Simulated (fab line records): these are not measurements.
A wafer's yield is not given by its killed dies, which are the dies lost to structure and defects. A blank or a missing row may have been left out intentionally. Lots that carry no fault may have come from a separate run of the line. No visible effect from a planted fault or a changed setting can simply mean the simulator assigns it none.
fab line records + flow n5-finfet
[record]
- lots = 7
- wafers = 39
route steps=1938 shown FIN_SAQP@96 STI_FIN_REVEAL@184 SD_EPI_N@288 BEOL_M0_SAQP@652 BEOL_M1@816 BEOL_M3@993 BEOL_M4@1086
start-h: the number of hours between the record's first day and the start of the first shown wafer of the lot + wait-h: hours since the lot's step before + " repeats the value in the row above + L1.1+2: several wafers, shown together as one row + - either no value or no given start + * or withheld: withheld + < > ~ a bound
route shown NAME@n: a module of which the file shows steps, and the number in the route of the first + usual: mean/standard deviation taken from wafers without a fault + same: alike in all rows + chamber/n: place in a boat + sites: per-site readings + _std_site: how widely they spread, as a standard deviation + _edge_site: mean of outer sites minus mean of inner sites + radius-mm: for every site, how far away it sits from the centre of the wafer + mask NAME#n: copy n + behind: the most recent tool/chamber to have shaped the wafer + hold: what put the lot on hold/how long, in hours/how the hold closed + device: names the non-switching transistor (n, p or np) + end of line: tests run on the same wafers once the route is complete + step lacking rows: just its recipe + killed: count of dies lost to structure and defects at first sort (not the wafer's yield) + map: dies across one wafer; x = killed, . = not, _ = none there
set.NAME: setting as actually run; set.NAME@STEP: the setting as run at that earlier step + model.NAME: the simulator's own value behind a step, which no gauge read
one table per step and one row per wafer, for lots whose settings were changed on purpose
[[steps]]
[step N5_FIN_SAQP_HM_DEP_03]
[recipe]
- material = SiNx
- target-thk-a = 380
- temp-c = 400
- precursor = SiH4/NH3/N2
- pressure-torr = 1.5
- rf-w = 300
- time-s = 33.6
[step N5_STI_FIN_REVEAL_ALD_14]
[recipe]
- material = Si3N4
- target-thk-a = 30
- temp-c = 400
- ald-precursor-family = SiH2I2
- ald-co-reactant = N2/H2-plasma
- pressure-torr = 2
[step N5_SD_EPI_N_EPI_21]
[recipe]
- material = Si:P
- dopant = P
- temp-c = 680
- pressure-torr = 255
- time-s = 690
[step N5_BEOL_M0_SAQP_DESCUM_19]
[recipe]
- chemistry = O2
- time-s = 7.9
- source-power-w = 50
- bias-power-w = 20
- pressure-mtorr = 20
- rf-frequency-hz = 2.712e+07
- temp-c = 40
- resist = CAR-ArF
- o2-flow-sccm = 225
[step N5_BEOL_M1_SPUTTER_79]
[recipe]
- material = Cu
- target-thk-a = 45
- temp-c = -20
- chamber-pressure-pa = 0.07
- power-w = withheld
- time-s = 8.29
[step N5_BEOL_M3_CVD_47]
[recipe]
- material = Co
- target-thk-a = 30
- temp-c = withheld
- precursor = CCTBA/H2
- pressure-torr = 30
- time-s = 223.8
[step N5_BEOL_M4_SPUTTER_79]
[step N5_BEOL_M4_RC_MEAS_101]
[usual]
- REXT_N = 76.1/1.5
- RS_SD_N = 28.5/0.42
- SERP_M3 = 186/14
| lot.wafer | tool      | chamber | start-h | wait-h | set.time-s@FIN_SAQP_HM_DEP_03 | set.target-thk-a@STI_FIN_REVEAL_ALD_14 | set.time-s@SD_EPI_N_EPI_21 | set.time-s@BEOL_M0_SAQP_DESCUM_19 | set.target-thk-a@BEOL_M1_SPUTTER_79 | set.target-thk-a@BEOL_M3_CVD_47 | set.target-thk-a@BEOL_M4_SPUTTER_79 | REXT_N[ohm.um] | RS_SD_N[ohm/sq] | SERP_M3[ohm/um] |
|-----------|-----------|---------|---------|--------|-------------------------------|----------------------------------------|----------------------------|-----------------------------------|-------------------------------------|---------------------------------|-------------------------------------|----------------|-----------------|-----------------|
| L075.1    | prober-02 | 0       | 162.63  | 0.0    | 33.6                          | 30                                     | 556.8                      | 7.9                               | 23.09                               | 39.28                           | 45                                  | 77.3           | 33.2            | 283             |
| L075.2    | "         | 0       | "       | "      | 33.6                          | 14.45                                  | 690                        | 5.505                             | 23.09                               | 39.28                           | 45                                  | 74.7           | 28.6            | 255             |
| L075.3    | "         | 0       | "       | "      | 24.9                          | 14.45                                  | 690                        | 5.505                             | 45                                  | 39.28                           | 45                                  | 74.0           | 28.2            | 288             |
| L075.4    | "         | 0       | "       | "      | 33.6                          | 30                                     | 690                        | 7.9                               | 45                                  | 30                              | 45                                  | 73.6           | 28.2            | 196             |
| L075.5    | "         | 0       | "       | "      | 24.9                          | 14.45                                  | 556.8                      | 7.9                               | 45                                  | 30                              | 45                                  | 78.0           | 32.5            | 188             |
| L075.6    | "         | 0       | "       | "      | 24.9                          | 30                                     | 556.8                      | 5.505                             | 23.09                               | 30                              | 45                                  | 79.3           | 33.0            | 187             |
| L078.1    | prober-01 | 0       | 185.81  | 0.0    | 20.89                         | 45.74                                  | 369.7                      | 7.9                               | 45                                  | 22.5                            | 45                                  | 89.0           | 50.0            | 155             |
| L078.2    | "         | 0       | "       | "      | 33.6                          | 30                                     | 369.7                      | 7.9                               | 54.21                               | 22.5                            | 45                                  | 89.0           | 49.2            | 155             |
| L078.3    | "         | 0       | "       | "      | 33.6                          | 45.74                                  | 690                        | 7.9                               | 54.21                               | 30                              | 45                                  | 73.7           | 28.4            | 175             |
| L078.4    | "         | 0       | "       | "      | 20.89                         | 45.74                                  | 369.7                      | 7.9                               | 54.21                               | 30                              | 45                                  | 91.0           | 48.6            | 178             |
| L078.5    | "         | 0       | "       | "      | 20.89                         | 30                                     | 690                        | 7.9                               | 45                                  | 30                              | 45                                  | 75.1           | 28.8            | 177             |
| L078.6    | "         | 0       | "       | "      | 33.6                          | 30                                     | 690                        | 7.9                               | 45                                  | 22.5                            | 45                                  | 75.0           | 28.8            | 138             |
| L082.1    | prober-02 | 0       | 240.71  | 0.0    | 13.62                         | 42                                     | 953                        | 12.13                             | 22.53                               | 30                              | 45                                  | 74.6           | 23.0            | 178             |
| L082.2    | "         | 0       | "       | "      | 33.6                          | 42                                     | 690                        | 12.13                             | 45                                  | 45.16                           | 45                                  | 77.0           | 28.9            | 329             |
| L082.3    | "         | 0       | "       | "      | 33.6                          | 30                                     | 953                        | 7.9                               | 22.53                               | 30                              | 62.73                               | 73.7           | 22.8            | 157             |
| L082.4    | "         | 0       | "       | "      | 13.62                         | 42                                     | 690                        | 7.9                               | 45                                  | 30                              | 62.73                               | 76.6           | 29.0            | 166             |
| L082.5    | "         | 0       | "       | "      | 13.62                         | 30                                     | 953                        | 12.13                             | 45                                  | 45.16                           | 62.73                               | 74.3           | 23.1            | 338             |
| L082.6    | "         | 0       | "       | "      | 33.6                          | 30                                     | 690                        | 7.9                               | 22.53                               | 45.16                           | 45                                  | 76.5           | 28.6            | 303             |
| L084.1    | prober-02 | 0       | 245.65  | 0.0    | 33.6                          | 30                                     | 690                        | 7.9                               | 71.53                               | 12.53                           | 35.29                               | 74.8           | 29.0            | 113             |
| L084.2    | "         | 0       | "       | "      | 20.5                          | 44.37                                  | 932.7                      | 7.9                               | 71.53                               | 30                              | 45                                  | 69.6           | 23.0            | 196             |
| L084.3    | "         | 0       | "       | "      | 20.5                          | 30                                     | 932.7                      | 3.494                             | 71.53                               | 12.53                           | 45                                  | 71.8           | 23.2            | 124             |
| L084.4    | "         | 0       | "       | "      | 20.5                          | 30                                     | 690                        | 3.494                             | 45                                  | 30                              | 35.29                               | 73.5           | 28.7            | 172             |
| L084.5    | "         | 0       | "       | "      | 33.6                          | 44.37                                  | 932.7                      | 3.494                             | 45                                  | 30                              | 35.29                               | 70.4           | 23.5            | 180             |
| L084.6    | "         | 0       | "       | "      | 33.6                          | 44.37                                  | 690                        | 7.9                               | 45                                  | 12.53                           | 45                                  | 73.7           | 28.9            | 101             |
| L088.1    | prober-01 | 0       | 254.27  | 0.0    | 33.6                          | 30                                     | 690                        | 7.9                               | 64.02                               | 30                              | 45                                  | 75.9           | 28.7            | 197             |
| L088.2    | "         | 0       | "       | "      | 33.6                          | 30                                     | 690                        | 7.9                               | 45                                  | 30                              | 58.4                                | 75.4           | 28.6            | 189             |
| L088.3    | "         | 0       | "       | "      | 33.6                          | 30                                     | 690                        | 7.9                               | 64.02                               | 30                              | 45                                  | 76.8           | 28.8            | 188             |
| L088.4    | "         | 0       | "       | "      | 33.6                          | 30                                     | 690                        | 7.9                               | 45                                  | 30                              | 58.4                                | 75.7           | 28.4            | 181             |
| L088.5    | "         | 0       | "       | "      | 33.6                          | 30                                     | 690                        | 7.9                               | 45                                  | 30                              | 45                                  | 76.9           | 28.3            | 182             |
| L088.6    | "         | 0       | "       | "      | 33.6                          | 30                                     | 690                        | 7.9                               | 64.02                               | 30                              | 58.4                                | 76.2           | 28.4            | 165             |
| L091.1    | prober-02 | 0       | 276.63  | 0.0    | 33.6                          | 44.49                                  | 690                        | 4.122                             | 19.37                               | 30                              | 45                                  | 74.2           | 28.2            | 188             |
| L091.2    | "         | 0       | "       | "      | 33.6                          | 30                                     | 1023                       | 4.122                             | 19.37                               | 22.66                           | 45                                  | 72.9           | 21.3            | 151             |
| L091.3    | "         | 0       | "       | "      | 44.87                         | 30                                     | 690                        | 4.122                             | 45                                  | 22.66                           | 45                                  | 75.3           | 28.4            | 146             |
| L091.4    | "         | 0       | "       | "      | 44.87                         | 44.49                                  | 1023                       | 7.9                               | 19.37                               | 22.66                           | 45                                  | 72.3           | 21.4            | 156             |
| L091.5    | "         | 0       | "       | "      | 44.87                         | 30                                     | 690                        | 7.9                               | 45                                  | 30                              | 45                                  | 74.7           | 28.2            | 202             |
| L091.6    | "         | 0       | "       | "      | 33.6                          | 44.49                                  | 1023                       | 7.9                               | 45                                  | 30                              | 45                                  | 71.4           | 21.5            | 191             |
| L096.1    | prober-02 | 0       | 309.30  | 0.0    | 33.6                          | 30                                     | 690                        | 7.9                               | 45                                  | 30                              | 45                                  | 77.8           | 28.7            | 194             |
| L096.2    | "         | 0       | "       | "      | 33.6                          | 30                                     | 690                        | 7.9                               | 45                                  | 30                              | 45                                  | 79.0           | 28.3            | 188             |
| L096.6    | "         | 0       | "       | "      | 33.6                          | 30                                     | 690                        | 7.9                               | 45                                  | 30                              | 45                                  | 78.7           | 28.2            | 188             |
[[key]]
[split]
- step = N5_FIN_SAQP_HM_DEP_03
- setting = time-s
- stated-as = 33.6
response none clear
[split]
- step = N5_STI_FIN_REVEAL_ALD_14
- setting = target-thk-a
- stated-as = 30
response none clear
[split]
- step = N5_SD_EPI_N_EPI_21
- setting = time-s
- stated-as = 690
[response]
- step = N5_BEOL_M4_RC_MEAS_101
- reading = RS_SD_N
- slope = -0.243
- per = 1%
- together-with = all
- explained = 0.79
[response]
- step = N5_BEOL_M4_RC_MEAS_101
- reading = REXT_N
- slope = -0.152
- per = 1%
- together-with = all
- explained = 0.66
[split]
- step = N5_BEOL_M0_SAQP_DESCUM_19
- setting = time-s
- stated-as = 7.9
response none clear
[split]
- step = N5_BEOL_M1_SPUTTER_79
- setting = target-thk-a
- stated-as = 45
response none clear
[split]
- step = N5_BEOL_M3_CVD_47
- setting = target-thk-a
- stated-as = 30
[response]
- step = N5_BEOL_M4_RC_MEAS_101
- reading = SERP_M3
- slope = +2.02
- per = 1%
- together-with = all
- explained = 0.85
[split]
- step = N5_BEOL_M4_SPUTTER_79
- setting = target-thk-a
- stated-as = 45
response none clear
